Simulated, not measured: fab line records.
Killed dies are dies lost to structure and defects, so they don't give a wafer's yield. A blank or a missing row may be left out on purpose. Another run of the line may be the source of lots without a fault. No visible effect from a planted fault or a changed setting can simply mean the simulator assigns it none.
fab line records | flow n5Finfet
record: lots: 5 wafers: 12 lastDay: 19
route steps=1938 shown GATE_CUT@465 BEOL_M4@1111 PASSIVATION@1936
lots that met no fault: taken from a fault-free run of the same line
startH: hours from the record's opening day to when the first of the lot's shown wafers began | waitH: hours since the lot's step before | " the same as in the row above | L1.1+2: a row that stands for several wafers | - either no value or no given start | * or withheld: withheld | < > ~ a bound
route shown NAME@n: names a module that has steps shown in the file, with the first one's number in the route | usual: mean and standard deviation over wafers with no fault | same: alike in all rows | chamber/n: place in a boat | sites: readings site by site | _std_site: the standard deviation of these | _edge_site: the outer-site mean with the inner-site mean subtracted | radiusMm: how far each site lies from the wafer's centre | mask NAME#n: copy n | behind: the tool/chamber that last shaped the wafer | hold: what put the lot on hold/how long, in hours/how the hold closed | device: which transistor (n, p or np) failed to switch | end of line: tests run on the same wafers once the route is complete | for a step that has no rows: nothing shown but its recipe | killed: the dies lost at the first sort to structure and to defects; this is not the yield of the wafer | map: the dies of a wafer, with x for killed, . for not killed, _ for no die there
set.NAME: the setting as run; set.NAME@STEP: as run at that earlier step | model.NAME: the simulator's own value behind a step, which no gauge read
lots at some steps of the route; a table a step, a row a wafer
services: a tool's chamber out of use, with start hour (startH, from the record's first day; less than 0 if before it), hours out, and reason
== steps ==
step: N5_GATE_CUT_ETCHBACK_00
recipe: chemistry: SF6/Cl2 target: W pressureMtorr: 8 icpW: 900 biasW: 80 SF6_flow_sccm: 40 Cl2_flow_sccm: 60
step: N5_GATE_CUT_ETCH_56
recipe: chemistry: Cl2/Ar target: TiN targetDepthA: 216 pressureMtorr: 10 icpW: 600 biasW: 60 Cl2_flow_sccm: 40 Ar_flow_sccm: 60
step: N5_GATE_CUT_ETCHBACK_30
recipe: chemistry: Cl2/Ar target: TiN targetDepthA: 30 mode: isotropic pressureMtorr: 10 icpW: 600 biasW: 60 Cl2_flow_sccm: 40 Ar_flow_sccm: 60
step: N5_GATE_CUT_VAPOR_ETCH_60
recipe: chemistry: BCl3/Cl2 target: HfO2 mode: isotropic
step: N5_GATE_CUT_ETCH_58
recipe: chemistry: CH3F/O2 target: SiNx targetDepthA: 170 timeS: 128.6 ionEnergyEv: 50 pressureMtorr: 30 sourceW: 415 biasW: 21 Ar_flow_sccm: 150 CH3F_flow_sccm: 30 O2_flow_sccm: 20
step: N5_GATE_CUT_STRIP_59
recipe: chemistry: N2/H2 timeS: 20 powerW: 100 tempC: 40 pressureMtorr: 100 rfFrequencyHz: 6e+07 biasPowerW: 3 n2FlowSccm: 300 h2FlowSccm: 300
step: N5_GATE_CUT_PRECLEAN_31
recipe: tempC: 23 chemistry: DIW timeS: 300
step: N5_GATE_CUT_SRD_32
recipe: timeS: 30 tempC: 23 rinseLiquid: diw dry: ipaMarangoni
step: N5_GATE_CUT_SAC_CAP_01
recipe: material: SiNx targetThkA: 240 tempC: 400 aldPrecursorFamily: SiH2I2 aldCoReactant: N2/H2-plasma pulseTimeS: 1 aldCycles: 480 purgeTimeS: 2 coReactantPurgeTimeS: 2 pressureTorr: 2
step: N5_GATE_CUT_PECVD_57
recipe: material: SiNx targetThkA: 210 tempC: 400 precursor: SiH4/NH3/N2 pressureTorr: 1.5 rfW: 300
step: N5_GATE_CUT_CMP_02
recipe: stopOn: SiO2 tOverpolishS: 12.7 postCmpClean: alkalineBrush downForcePsi: 2.5 platenRpm: 51.8 padVelocityMS: 1.0307 targetThkNm: 0
step: N5_GATE_CUT_HM_DEP_46
recipe: material: SiO2 targetThkA: 1300 tempC: 400 precursor: TEOS/O2 pressureTorr: 6.5 rfW: 900 teosFlowSccm: 161.4 gas: O2 flowSccm: 2650 timeS: 26.6
usual: heaterPowerW: 585/83 showerheadPlenumPTorr: 8.33/0.04 showerheadVppV: 1927/110 throttleValvePct: 18.5/1.4
columns lot.wafer tool chamber startH waitH heaterPowerW showerheadPlenumPTorr showerheadVppV sinceWetCleanH throttleValvePct model.SiO2_of_GATE_CUT_HM_DEP_46.thkNm
L482.2 pecvd-04 1 90.96 0.0 633 8.27 2146 1520 18.4 127.4
L482.3 " 0 " " 675 8.33 1907 795 18.6 129.8
L482.4 " 2 " " 511 8.37 1971 - 16.3 132.8
L490.2 pecvd-04 0 139.02 0.0 567 8.33 1934 843 18.6 74
L490.3 " 1 " " 487 8.28 2124 1568 18.5 129
L491.2 pecvd-04 2 147.30 0.0 573 8.36 1984 97 16.7 71.4
L491.3 " 2 " " 598 8.36 1954 - 16.5 129.8
L492.1 pecvd-04 0 149.63 0.0 643 8.33 1935 854 18.5 129.4
L492.4 " 2 " " 562 8.37 1956 - 16.3 73.6
L497.1 pecvd-01 1 181.08 0.0 685 8.36 1832 1791 20.9 127.6
L497.3 " 2 " " 604 8.39 1831 - 17.2 129.8
L497.5 " 2 " " 591 8.36 1843 - 17.2 130
step: N5_GATE_CUT_COAT_34
recipe: resist: SOC tempC: 250 timeS: 60 spinRpm: 1500 resistThkNm: 60
step: N5_GATE_CUT_COAT_35
recipe: resist: SiARC tempC: 220 timeS: 60 spinRpm: 1500 resistThkNm: 10
step: N5_GATE_CUT_COAT_27
recipe: resist: underlayer tempC: 205 timeS: 60 spinRpm: 1500 resistThkNm: 10
step: N5_GATE_CUT_COAT_07
recipe: resist: CAR-EUV spinRpm: 1500 resistThkNm: 30
step: N5_GATE_CUT_EBR_09
recipe: solvent: PGMEA ebrWidthMm: 1.5
step: N5_GATE_CUT_SOFTBAKE_08
recipe: tempC: 110 timeS: 60 resist: CAR-EUV
step: N5_GATE_CUT_EXPOSE_10
recipe: maskId: GATE_CUT na: 0.33 sourceShape: annular sigmaInner: 0.35 sigmaOuter: 0.8 polarization: unpolarized targetCdNm: 20 doseMj: 43.25
step: N5_GATE_CUT_PEB_11
recipe: pebTempC: 100 pebTimeS: 60 resist: CAR-EUV
step: N5_GATE_CUT_DEVELOP_12
recipe: developTimeS: 30 developer: TMAH resist: CAR-EUV rinseLiquid: surfactantRinse dry: airSpin devTempC: 23
step: N5_GATE_CUT_DESCUM_18
recipe: chemistry: O2 timeS: 7 sourcePowerW: 50 biasPowerW: 20 pressureMtorr: 20 rfFrequencyHz: 2.712e+07 tempC: 40 resist: CAR-EUV o2FlowSccm: 225
step: N5_GATE_CUT_ETCH_28
recipe: chemistry: N2/H2 target: underlayer targetDepthA: 130 maskMaterial: CAR-EUV timeS: 10.4 ionEnergyEv: 200 pressureMtorr: 30 sourceW: 840 biasW: 150 n2FlowSccm: 200 h2FlowSccm: 200 ends: cleared
step: N5_GATE_CUT_ETCH_36
recipe: chemistry: CF4 target: SiARC targetDepthA: 130 maskMaterial: CAR-EUV timeS: 21.7 ionEnergyEv: 80 pressureMtorr: 40 sourceW: 545 biasW: 36 Ar_flow_sccm: 100 cf4FlowSccm: 100 ends: cleared
step: N5_GATE_CUT_ETCH_37
recipe: chemistry: N2/H2 target: SOC targetDepthA: 600 overetchA: 120 maskMaterial: SiARC tempC: 40 timeS: 90 ionEnergyEv: 200 pressureMtorr: 30 sourceW: 840 biasW: 150 n2FlowSccm: 200 h2FlowSccm: 200
step: N5_GATE_CUT_STRIP_38
recipe: chemistry: N2/H2 tempC: 40 n2FlowSccm: 200 h2FlowSccm: 200 rfFrequencyHz: 6e+07
step: N5_GATE_CUT_STRIP_39
recipe: chemistry: N2/H2 tempC: 40 n2FlowSccm: 200 h2FlowSccm: 200 rfFrequencyHz: 6e+07
step: N5_GATE_CUT_HM_OPEN_40
recipe: chemistry: C4F6/O2 target: SiO2 maskMaterial: SiARC targetDepthA: 1390 timeS: 85.1 ionEnergyEv: 250 pressureMtorr: 30 sourceW: 345 biasW: 185 Ar_flow_sccm: 300 C4F6_flow_sccm: 10 O2_flow_sccm: 10 ends: cleared
usual: drypumpMotorCurrentA: 5.7/0.45 etchRfOnTimeS: 93.6/1.7 oesProductAu: 0.73/0.087 rfVppV: 667/5.7 showerheadPlenumPTorr: 2.87/0.11 throttleValvePct: 20.90/0.21
columns lot.wafer tool chamber startH waitH drypumpMotorCurrentA etchRfOnTimeS oesProductAu rfHoursCounterH rfVppV showerheadPlenumPTorr throttleValvePct model.etch.depthNm model.SOC_of_GATE_CUT_COAT_34.thkNm model.GATE_CUT.cdNm
L482.2 rieDiel-01 3 91.80 0.0 5.4 92.4 0.68 157 675 2.95 21.08 127.4 33.4 20
L482.3 " 2 " " 6.0 97.1 0.62 225 658 2.69 20.74 129.9 32.6 20
L482.4 " 0 " " 6.1 97.0 0.69 142 664 2.97 21.00 132.9 32.2 20.4
L490.2 rieDiel-02 2 139.64 0.0 5.4 53.7 0.60 254 656 2.91 21.08 74.02 44.4 19.4
L490.3 " 0 " " 5.6 93.4 0.89 0 672 2.92 21.07 128.9 33 19.4
L491.2 rieDiel-04 3 147.95 0.0 6.4 51.0 0.72 108 663 2.64 20.72 71.39 45 19.6
L491.3 " 1 " " 5.5 92.6 0.70 126 667 2.87 20.90 129.9 33 19.6
L492.1 rieDiel-04 2 150.82 0.0 6.0 92.8 0.63 211 675 2.93 20.85 129.4 33.2 19.8
L492.4 " 0 " " 5.1 53.0 0.77 47 662 2.78 21.01 73.56 44.8 19.6
L497.1 rieDiel-01 1 181.73 0.0 5.8 90.3 0.85 15 663 3.02 21.01 127.6 33.4 20
L497.3 " 3 " " 5.5 94.0 0.66 187 673 2.93 21.14 129.9 32.8 20
L497.5 " 2 " " 6.0 95.0 0.61 - 658 2.68 20.77 129.9 32.6 20
step: N5_GATE_CUT_STRIP_41
recipe: chemistry: CF4 resist: SiARC powerW: 300 biasPowerW: 75 pressureMtorr: 50 cf4FlowSccm: 150 rfFrequencyHz: 6e+07
step: N5_GATE_CUT_STRIP_42
recipe: chemistry: O2 powerW: 400 tempC: 40 pressureMtorr: 30 rfFrequencyHz: 6e+07 biasPowerW: 0 overashFraction: 0.3 o2FlowSccm: 225
step: N5_GATE_CUT_ETCH_19
recipe: chemistry: CH3F/O2 target: SiNx maskMaterial: SiO2 targetDepthA: 537 timeS: 76.7 pressureMtorr: 30 sourceW: 395 biasW: 73 Ar_flow_sccm: 150 CH3F_flow_sccm: 30 O2_flow_sccm: 20 ionEnergyEv: 120 ends: cleared
usual: drypumpMotorCurrentA: 5.7/0.45 etchRfOnTimeS: 76.9/0.85 oesProductAu: 0.69/0.081 rfVppV: 297.8/2.6 showerheadPlenumPTorr: 2.02/0.078 throttleValvePct: 16.31/0.21
columns lot.wafer tool chamber startH waitH drypumpMotorCurrentA etchRfOnTimeS oesProductAu rfHoursCounterH rfVppV showerheadPlenumPTorr throttleValvePct model.GATE_CUT.cdNm
L482.2 rieDiel-01 3 91.92 0.0 5.4 77.6 0.64 157 299.9 2.08 16.51 20
L482.3 " 2 " " 6.0 78.2 0.59 225 292.7 1.89 16.25 20
L482.4 " 0 " " 6.1 78.1 0.65 142 297.6 2.09 16.39 20.2
L490.2 rieDiel-02 2 139.76 0.0 5.4 77.7 0.57 254 293.9 2.05 16.57 19.4
L490.3 " 0 " " 5.6 76.6 0.84 0 300.3 2.06 16.37 19.4
L491.2 rieDiel-04 3 148.07 0.0 6.3 76.6 0.68 108 296.7 1.85 16.17 19.6
L491.3 " 1 " " 5.5 76.3 0.66 126 298.2 2.02 16.28 19.8
L492.1 rieDiel-04 2 150.95 0.0 5.9 77.4 0.59 211 302.0 2.06 16.29 19.8
L492.4 " 0 " " 5.0 77.4 0.72 47 297.2 1.95 16.34 19.6
L497.1 rieDiel-01 2 181.85 0.0 6.1 78.4 0.57 255 293.3 1.88 16.30 20.2
L497.3 " 3 " " 5.4 77.4 0.62 187 301.0 2.07 16.58 20
L497.5 " 3 " " 5.4 77.9 0.62 - 300.5 2.07 16.55 20.2
step: N5_GATE_CUT_CUT_ETCH_53
recipe: chemistry: SF6/Cl2 target: W maskMaterial: SiO2 targetDepthA: 792 pressureMtorr: 8 icpW: 900 biasW: 80 SF6_flow_sccm: 40 Cl2_flow_sccm: 60 ends: cleared
step: N5_GATE_CUT_CUT_ETCH_54
recipe: chemistry: Cl2/BCl3 target: TiN maskMaterial: SiO2 targetDepthA: 967 pressureMtorr: 10 icpW: 1000 biasW: 126 Cl2_flow_sccm: 53.25 bcl3FlowSccm: 21.75 Ar_flow_sccm: 25 ends: cleared
step: N5_GATE_CUT_CUT_ETCH_55
recipe: chemistry: BCl3 target: HfO2 maskMaterial: SiO2 targetDepthA: 32 ionEnergyEv: 30 pressureMtorr: 5 icpW: 450 biasW: 18 bcl3FlowSccm: 80
step: N5_GATE_CUT_ETCH_47
recipe: chemistry: Cl2/BCl3 target: SiO2 targetDepthA: 100 pressureMtorr: 10 icpW: 1000 biasW: 126 Cl2_flow_sccm: 53.25 bcl3FlowSccm: 21.75 Ar_flow_sccm: 25
step: N5_GATE_CUT_VAPOR_ETCH_48
recipe: chemistry: BCl3/Cl2 target: TiN mode: isotropic
step: N5_GATE_CUT_VAPOR_ETCH_49
recipe: chemistry: BCl3/Cl2 target: TiAlC mode: isotropic
step: N5_GATE_CUT_VAPOR_ETCH_51
recipe: chemistry: BCl3/Cl2 target: HfO2 mode: isotropic
step: N5_GATE_CUT_THK_MEAS_24
recipe: reads: SiO2_of_GATE_CUT_HM_DEP_46+SiO2_flowable_of_ILD0_FCVD_FILL_01
usual: GC_FILL_THK: 219.8/2
columns lot.wafer tool chamber startH waitH GC_FILL_THK[nm]
L482.2 filmMetro-01 - 94.37 - 217.3
L482.3 " - " " 220.8
L482.4 " - " " 222.3
L490.2 filmMetro-01 - 142.10 - 163.3
L490.3 " - " " 218.0
L491.2 filmMetro-02 - 150.41 - 161.5
L491.3 " - " " 220.4
L492.1 filmMetro-01 - 153.28 - 219.8
L492.4 " - " " 163.8
L497.1 filmMetro-02 - 184.45 - 215.7
L497.3 " - " " 218.8
L497.5 " - " " 218.8
step: N5_GATE_CUT_CMP_43
recipe: material: SiO2 postCmpClean: rinseOnly
usual: motorCurrentA: 12.1/0.91
columns lot.wafer tool chamber startH waitH motorCurrentA model.SiO2_of_GATE_CUT_HM_DEP_46.thkNm
L482.3 cmp-03 0 94.48 0.1 11.6 5
L482.4 " 1 " " 10.9 5.2
L482.2 " 2 " " 13.4 4.8
L490.2 cmp-01 3 142.13 0.0 11.4 2.4
L490.3 " 0 " " 13.6 5
L491.3 cmp-01 2 150.44 0.0 13.0 5
L491.2 " 3 " " 11.5 2.2
L492.1 cmp-02 3 153.31 0.0 11.5 5
L492.4 " 0 " " 12.1 2.2
L497.3 cmp-02 0 184.64 0.2 11.5 5
L497.1 " 1 " " 11.0 4.8
L497.5 " 2 " " 12.0 5
step: N5_BEOL_M4_RC_MEAS_101
usual: DIBL_N: 35.9/1.2 DIBL_P: 35.9/1.4 IOFF_N: 0.149/0.02 IOFF_P: 0.205/0.022 ION_N: 671/8.8 ION_P: 461/5.9 SS_N: 71.4/0.51 SS_P: 73.2/0.56 VT_N: 250.6/2.5 VT_P: -250.1/2.3
columns lot.wafer tool chamber startH waitH DIBL_N[mV/V] DIBL_P[mV/V] IOFF_N[nA/um] IOFF_P[nA/um] ION_N[uA/um] ION_P[uA/um] SS_N[mV/dec] SS_P[mV/dec] VT_N[mV] VT_P[mV]
L482.2 prober-02 0 208.64 0.2 35.4 35.9 0.145 0.233 670 473 71.6 72.5 248.9 -245.3
L482.3 " 0 " " 35.6 34.7 0.141 0.209 669 461 71.4 73.3 252.0 -247.5
L482.4 " 0 " " 35.5 35.9 0.148 0.235 670 467 71.2 73.2 247.8 -247.8
L490.2 prober-01 0 261.31 0.2 36.3 36.8 0.158 0.198 671 456 71.2 74.6 251.2 -252.5
L490.3 " 0 " " 36.4 36.4 0.171 0.194 684 456 71.6 73.9 247.1 -250.9
L491.2 prober-02 0 277.82 0.3 36.9 34.5 0.152 0.175 663 448 72.6 73.0 252.3 -252.4
L491.3 " 0 " " 36.8 35.6 0.152 0.185 656 450 71.5 73.7 250.0 -253.8
L492.1 prober-02 0 292.79 0.0 36.5 37.1 0.170 0.231 675 468 70.8 73.6 247.9 -246.5
L492.4 " 0 " " 35.7 36.7 0.163 0.224 685 469 71.3 73.3 248.8 -248.1
L497.1 prober-02 0 332.63 0.0 36.0 36.0 0.159 0.209 675 463 71.5 72.9 249.9 -249.6
L497.3 " 0 " " 36.0 35.6 0.168 0.209 677 461 71.8 73.6 249.3 -249.5
L497.5 " 0 " " 34.8 34.5 0.142 0.197 674 462 71.1 73.8 251.0 -250.2
step: N5_PASSIVATION_PROBE_49
usual: defectLimitedYield: 91.1/1.4 killed_at_M0_to_M3: 34/10 killed_at_M4_up: 14/5.5 killedAtContacts: 12/5.1 killedAtFrontEnd: 41/12 killedAtOther: 4/3.1 killedDies: 105/17 killedOpen: 70/13 killedShort: 33/7.6 sort_bin_5_function: 5.3/0.98 sort_bin_6_memory: 3.3/0.67 sortNPass: 1075/17 sortYieldPct: 91.1/1.4
same: grossDies: 1180 killedAtBackSide: 0 sort_bin_4_leakage[%]: 0 sort_bin_8_speed[%]: 0
columns lot.wafer tool chamber startH waitH defectLimitedYield[%] killed_at_M0_to_M3 killed_at_M4_up killedAtContacts killedAtFrontEnd killedAtOther killedDies killedOpen killedShort sort_bin_5_function[%] sort_bin_6_memory[%] sortNPass sortYieldPct[%]
L490.2 prober-01 - 363.20 0.1 92.5 22 13 10 42 2 89 54 33 4.8 2.4 1091 92.5
L490.3 prober-01 - 363.25 0.1 90.8 29 6 18 55 1 109 73 34 5.2 3.6 1071 90.8
L491.2 prober-02 - 383.25 0.1 92.1 32 16 12 31 2 93 61 32 4.8 3.0 1087 92.1
killed by level:class
L490.2 FIN_SAQP:geometricParticle:short=8 MOL_CONTACT_COAG:geometricParticle:open=8 BEOL_M0:geometricParticle:open=8 BEOL_M4:geometricParticle:open=7 BEOL_M1:geometricParticle:open=6 FIN_SAQP:geometricParticle:open=5 ILD0:geometricParticle:short=5 GATE_CUT:geometricParticle:short=5
L490.3 FIN_SAQP:geometricParticle:open=16 MOL_CONTACT_COAG:geometricParticle:open=14 BEOL_M3:geometricParticle:open=9 FIN_SAQP:geometricParticle:short=6 BEOL_M1:geometricParticle:open=6 GATE_CUT:geometricParticle:short=5 ILD0:geometricParticle:short=4 MOL_CONTACT_COAG:geometricParticle:short=4
L491.2 BEOL_M0_SAQP:geometricParticle:short=11 MOL_CONTACT_COAG:geometricParticle:open=10 DUMMY_GATE:geometricParticle:open=8 BEOL_M4:geometricParticle:open=7 BEOL_M2:geometricParticle:open=6 BEOL_M0_SAQP:geometricParticle:open=6 GATE_CUT:geometricParticle:short=5 STI_FIN_REVEAL:geometricParticle:open=4
== services ==
columns tool chamber startH hours kind
rieDiel-04 - 67.56 0.6 repair
rieDiel-01 - 69.78 2.8 pm
pecvd-04 0 71.30 5.5 scheduledDown
rieDiel-02 1 84.66 13.2 repair
cmp-01 - 92.45 1.4 repair
cmp-03 - 95.87 1.1 repair
rieDiel-02 1 98.92 - clean
rieDiel-02 1 98.92 - consumableReplace:focusRing
pecvd-04 1 106.12 2.1 scheduledDown
rieDiel-01 1 107.39 - clean
rieDiel-01 1 107.39 - consumableReplace:focusRing
rieDiel-01 1 107.39 - consumableReplace:showerhead
rieDiel-01 1 107.39 22.1 scheduledDown
rieDiel-01 1 107.39 22.1 ventCycle
cmp-02 - 115.37 5.6 pm
cmp-03 - 119.48 74.2 repair
cmp-02 - 121.00 1.9 repair
cmp-01 - 143.24 4.0 pm
pecvd-04 1 144.21 5.5 scheduledDown
rieDiel-02 - 153.92 15.6 pm
cmp-01 - 159.33 3.0 repair
pecvd-01 0 165.85 28.0 repair
rieDiel-01 2 178.02 2.6 repair
pecvd-01 - 178.56 0.5 repair
== key ==
firstSign: step: N5_GATE_CUT_HM_OPEN_40 reading: etchRfOnTimeS direction: down sigmas: 24 usual: * struck: *
effect: step: N5_GATE_CUT_THK_MEAS_24 reading: GC_FILL_THK direction: down sigmas: 29 usual: 219.8 struck: 162.9
modelEffect: step: N5_GATE_CUT_HM_DEP_46 value: SiO2_of_GATE_CUT_HM_DEP_46.thkNm without: 130.7 struck: 73
modelEffect: step: N5_GATE_CUT_HM_OPEN_40 value: etch.depthNm without: 130.7 struck: 72.99
modelEffect: step: N5_GATE_CUT_ETCH_19 value: GATE_CUT.cdNm without: 19.93 struck: 19.53
modelEffect: step: N5_GATE_CUT_CMP_43 value: SiO2_of_GATE_CUT_HM_DEP_46.thkNm without: 5 struck: 2.267
metAt N5_GATE_CUT_HM_DEP_46
struckWafers L490.2,L491.2,L492.4
onsetBetween 90.96 139.02
fault: kind: processParameterDrift tool: pecvd-04 chamber: - onsetH: 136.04 steps: N5_GATE_CUT_HM_DEP_46 channel: timeS offset: * shape: step endH: 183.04 scope: struckWafersOnly actsIn: * stated: *
